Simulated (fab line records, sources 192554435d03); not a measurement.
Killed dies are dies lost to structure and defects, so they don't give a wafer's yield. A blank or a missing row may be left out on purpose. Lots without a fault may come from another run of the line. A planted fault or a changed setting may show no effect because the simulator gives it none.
Which tool did it? | flow n5_finfet | 11 lots, 31 wafers sampled, at 4 steps of a route of 1938

WHAT THE GAUGES READ, wafer by wafer
N5_BEOL_M8_THK_MEAS_01. Usual: M8_ILD_THK 154.5 nm, standard deviation 2.5.
lot  | measured     | on            | M8_ILD_THK (nm)   | flag
L207 | day 10 09:32 | film_metro-02 | 151.4 151.3 153.9 |
L209 | day 10 12:12 | film_metro-02 | 153.7 154.4 155.2 |
L211 | day 11 00:22 | film_metro-02 | 152.4 158.0 154.0 |
L210 | day 11 02:26 | film_metro-02 | 152.7 157.2 154.1 |
L213 | day 11 13:01 | film_metro-01 | 153.0 154.0 157.2 |
L214 | day 11 21:53 | film_metro-01 | 154.7 154.3 158.1 |
L218 | day 13 03:32 | film_metro-02 | 150.8 153.7 151.5 |
L222 | day 14 11:31 | film_metro-01 | 157.4 151.2 157.1 |
L226 | day 15 08:07 | film_metro-01 | 154.2 181.0       | OFF
L228 | day 15 22:32 | film_metro-02 | 152.3 183.2       | OFF
L229 | day 16 01:10 | film_metro-01 | 150.2 149.3 149.3 |

WHICH TOOL RAN EACH LOT (tool, then ch and the chambers of the sampled wafers, then the start)
lot  | N5_BEOL_M7_ANNEAL_51             | N5_BEOL_M7_DEP_56               | N5_BEOL_M8_ILD_DEP_00
L207 | rtp_anneal-02 ch 0, day 10 08:09 | pecvd-01 ch 0,1,2, day 10 08:49 | pecvd-02 ch 0,1, day 10 08:56
L209 | rtp_anneal-01 ch 0, day 10 10:49 | pecvd-04 ch 1,2, day 10 11:28   | pecvd-02 ch 0,1, day 10 11:36
L211 | rtp_anneal-02 ch 0, day 10 23:05 | pecvd-03 ch 0,1, day 10 23:39   | pecvd-04 ch 0,1,2, day 10 23:47
L210 | rtp_anneal-02 ch 0, day 11 01:01 | pecvd-04 ch 0,1,2, day 11 01:37 | pecvd-02 ch 1,2, day 11 01:45
L213 | rtp_anneal-02 ch 0, day 11 11:20 | pecvd-03 ch 0,1,2, day 11 12:00 | pecvd-02 ch 1,2, day 11 12:08
L214 | rtp_anneal-02 ch 0, day 11 19:26 | pecvd-03 ch 1,2, day 11 20:05   | pecvd-02 ch 0,1, day 11 20:13
L218 | rtp_anneal-02 ch 0, day 13 02:05 | pecvd-01 ch 0,1,2, day 13 02:44 | pecvd-03 ch 0,1,2, day 13 02:53
L222 | rtp_anneal-01 ch 0, day 14 09:40 | pecvd-03 ch 0,1,2, day 14 10:20 | pecvd-02 ch 0,1, day 14 10:28
L226 | rtp_anneal-01 ch 0, day 15 06:07 | pecvd-03 ch 0, day 15 06:40     | pecvd-02 ch 0,1, day 15 06:48
L228 | rtp_anneal-01 ch 0, day 15 21:01 | pecvd-04 ch 0,1, day 15 21:41   | pecvd-02 ch 1, day 15 21:49
L229 | rtp_anneal-01 ch 0, day 15 23:47 | pecvd-03 ch 0,1,2, day 16 00:27 | pecvd-03 ch 0,1, day 16 00:35
- N5_BEOL_M7_ANNEAL_51: time 90 s.
- N5_BEOL_M7_DEP_56: deposits SiCN from 3MS/NH3, target thk 10 nm, time 17.5 s.
- N5_BEOL_M8_ILD_DEP_00: deposits SiCOH lowk from DEMS/porogen, target thk 179.75 nm, time 33.4 s.

WHAT THE TOOLS THEMSELVES READ (means of the sampled wafers that have a number; where no wafer has one, the mark that the record gives instead)
N5_BEOL_M7_ANNEAL_51. Usual: wafer_temp_C_max 226.0, standard deviation 0.47.
lot  | tool          | wafer_temp_C_max | flag
L207 | rtp_anneal-02 | 226.3            |
L209 | rtp_anneal-01 | 225.6            |
L211 | rtp_anneal-02 | 226.5            |
L210 | rtp_anneal-02 | 226.6            |
L213 | rtp_anneal-02 | 226.8            |
L214 | rtp_anneal-02 | 226.4            |
L218 | rtp_anneal-02 | 226.1            |
L222 | rtp_anneal-01 | 225.8            |
L226 | rtp_anneal-01 | 225.7            |
L228 | rtp_anneal-01 | 225.5            |
L229 | rtp_anneal-01 | 225.8            |

N5_BEOL_M7_DEP_56. Usual: showerhead_plenum_p_Torr 3.669 Torr, standard deviation 0.012; throttle_valve_pct 9.1 %, standard deviation 0.69.
lot  | tool     | showerhead_plenum_p_Torr (Torr) | throttle_valve_pct (%) | flag
L207 | pecvd-01 | 3.665                           | 9.6                    |
L209 | pecvd-04 | 3.671                           | 8.6                    |
L211 | pecvd-03 | 3.667                           | 9.9                    |
L210 | pecvd-04 | 3.680                           | 8.9                    |
L213 | pecvd-03 | 3.664                           | 9.2                    |
L214 | pecvd-03 | 3.672                           | 9.3                    |
L218 | pecvd-01 | 3.667                           | 9.6                    |
L222 | pecvd-03 | 3.662                           | 9.3                    |
L226 | pecvd-03 | 3.652                           | 9.6                    |
L228 | pecvd-04 | 3.668                           | 9.0                    |
L229 | pecvd-03 | 3.661                           | 9.5                    |

N5_BEOL_M8_ILD_DEP_00. Usual: heater_power_w 293 W, standard deviation 35; showerhead_plenum_p_Torr 5.736 Torr, standard deviation 0.017; throttle_valve_pct 13.7 %, standard deviation 0.95.
lot  | tool     | heater_power_w (W) | showerhead_plenum_p_Torr (Torr) | throttle_valve_pct (%) | flag
L207 | pecvd-02 | 270                | 5.726                           | 14.2                   |
L209 | pecvd-02 | 280                | 5.723                           | 14.0                   |
L211 | pecvd-04 | 289                | 5.748                           | 13.6                   |
L210 | pecvd-02 | 302                | 5.742                           | 13.5                   |
L213 | pecvd-02 | 270                | 5.741                           | 14.3                   |
L214 | pecvd-02 | 280                | 5.727                           | 14.2                   |
L218 | pecvd-03 | 316                | 5.740                           | 14.1                   |
L222 | pecvd-02 | 272                | 5.732                           | 14.1                   |
L226 | pecvd-02 | 297                | 5.738                           | 13.8                   |
L228 | pecvd-02 | 280                | 5.739                           | 14.8                   |
L229 | pecvd-03 | 299                | 5.749                           | 15.1                   |

THE ANSWER, worked out from the rows above alone
Rule: a lot is off if the mean of its wafers that have a number lies more than 3 standard deviations from the usual mean. A lot without any number at a reading at which 4 lots or more have one is off too. The other lots that the step has rows for count as sound. The gauges are gone through in route order, then the tools' own readings, and for those a lot's mean is taken as printed above. The first step at which some lot is off is used, and at that step the reading that is off furthest; a lot without a number counts as furthest.
Off: L226, L228, at N5_BEOL_M8_THK_MEAS_01 (M8_ILD_THK).
A tool fits if, at a process step before that reading, it ran every lot that is off, and no sound lot after the first of them. The gauges at N5_BEOL_M8_THK_MEAS_01 are tried like those tools. One fits: pecvd-02 at N5_BEOL_M8_ILD_DEP_00. Its last sound lot is L222 (day 14 10:28), its first lot that is off L226 (day 15 06:48): a fault that began between those two fits.

WHAT THE SIMULATOR HAD PUT IN
Process parameter drift: pecvd-02, from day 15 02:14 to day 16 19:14, at N5_BEOL_M8_ILD_DEP_00. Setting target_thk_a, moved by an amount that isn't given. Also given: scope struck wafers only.
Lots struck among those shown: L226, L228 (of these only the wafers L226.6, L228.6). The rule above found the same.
